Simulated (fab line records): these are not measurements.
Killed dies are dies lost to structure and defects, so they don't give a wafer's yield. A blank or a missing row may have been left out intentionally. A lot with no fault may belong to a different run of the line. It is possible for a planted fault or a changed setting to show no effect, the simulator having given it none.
Code-filled problem report in 8D (eight disciplines) form    flow nand harc    the parts of the form that need people (team, actions taken, sign-off) are left out

== 1. WHAT IS WRONG ==
Mean of killed at array at NHARC_END_SORT_01: 672 across 9 wafers in 3 lots; on wafers with no fault it is 59 (standard deviation 20). That puts it +31 standard deviations away from the usual mean.
Seen first at day 27 22:22 on prober-02, wafer L489.2. At this step, 9 wafers from 3 lots have a number in the record. Rule for "out" (also "out of limits"): further than 4 standard deviations from the usual mean. All remaining wafers that have a number are taken as sound.

== 2. WHAT IT IS, AND WHAT IT ISN'T ==
question                     is                            is not
which readings at this step  killed at array, killed dies  killed at periphery, killed short
which lots                   L489, L490, L492              -
which wafers of those lots   all that have a number        -
read on which gauges         prober-01, prober-02          -
when                         from day 27 22:22             up to then (0 sound wafers)

== 3. SUSPECTS, AND WHAT RULES EACH OUT ==
Counting: a tool stays on the suspect list if, at a process step up to the reading, it processed all lots that are out and no sound lot following the first of them.
- the gauge at NHARC_END_SORT_01: ruled out. Those wafers that are out were read across 2 gauges (prober-01, prober-02).
- pecvd-01 at NHARC_A_STAIRCASE_DEP_156 (deposits SiNx, target thk 50 nm): kept. It ran every lot that is out, first L489 (day 19 14:43), and no sound lot after that.
- rie diel-13 at NHARC_A_STAIRCASE_ETCH_13 (etches the open film in C4F8/O2, target depth 100 nm, time 40.5 s): kept. It ran every lot that is out, first L489 (day 19 17:40), and no sound lot after that. On those wafers its own readings are out: oes product au, rf fwd power W.
- rie diel-13 at NHARC_A_STAIRCASE_TRIM_16 (chemistry O2, time 211.2 s): kept. It ran every lot that is out, first L489 (day 27 22:22), and no sound lot after that. Because NHARC_A_STAIRCASE_TRIM_16 lacks a start for some lots, the hours and order of its lots are taken from NHARC_END_SORT_01.
- rie diel-13 at NHARC_A_STAIRCASE_ETCH_17 (etches the open film in C4F8/O2, target depth 100 nm, time 40.5 s): kept. It ran every lot that is out, first L489 (day 27 22:22), and no sound lot after that. Because NHARC_A_STAIRCASE_ETCH_17 lacks a start for some lots, the hours and order of its lots are taken from NHARC_END_SORT_01.
Left after counting: pecvd-01 at NHARC_A_STAIRCASE_DEP_156, rie diel-13 at NHARC_A_STAIRCASE_ETCH_13, rie diel-13 at NHARC_A_STAIRCASE_TRIM_16, rie diel-13 at NHARC_A_STAIRCASE_ETCH_17.

== 4. THE CAUSE (what the simulator had put in) ==
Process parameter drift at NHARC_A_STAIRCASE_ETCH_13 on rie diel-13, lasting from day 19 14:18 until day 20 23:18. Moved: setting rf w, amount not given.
Counting leaves 4 suspects; this tool is one of them.

== 5. THE EFFECT CHAIN, in route order ==
Rows list readings where the struck wafers' mean (over those with a number) sits beyond 3 standard deviations from the usual. Scope: only readings with a usual standard deviation given in the record; hours: median across lots of the time from each lot's start at the first step in this table that gives one to its start at this step; sigmas: change in usual standard deviations.
hours  step                       reading          usual       on struck wafers  change  sigmas
0      NHARC_A_STAIRCASE_ETCH_13  oes product au   0.946 a.u.  0.716             -0.230  -14
0      NHARC_A_STAIRCASE_ETCH_13  rf fwd power W   591.4 W     351.9             -239.5  -86
211    NHARC_END_SORT_01          killed at array  59          672               +613    +31
211    NHARC_END_SORT_01          killed dies      64          677               +613    +29
Process steps it contains:
- NHARC_A_STAIRCASE_ETCH_13: etches the open film in C4F8/O2, target depth 100 nm, time 40.5 s.

== 6. HOW IT WOULD HAVE BEEN CAUGHT EARLIER ==
The first out-of-limits reading at a measuring or inspecting step in this record came at day 27 22:22, 200 hours after the fault's start at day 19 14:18.
The tool's own readings at NHARC_A_STAIRCASE_ETCH_13 were out on every struck wafer that the step has a row for (oes product au, rf fwd power W): an alarm limit on them would have fired on the first of those.
By day 27 22:22 the whole set of lots that are out, 3 in number, had already begun NHARC_A_STAIRCASE_ETCH_13 on rie diel-13. Holding the tool at that point would not have protected any of them.
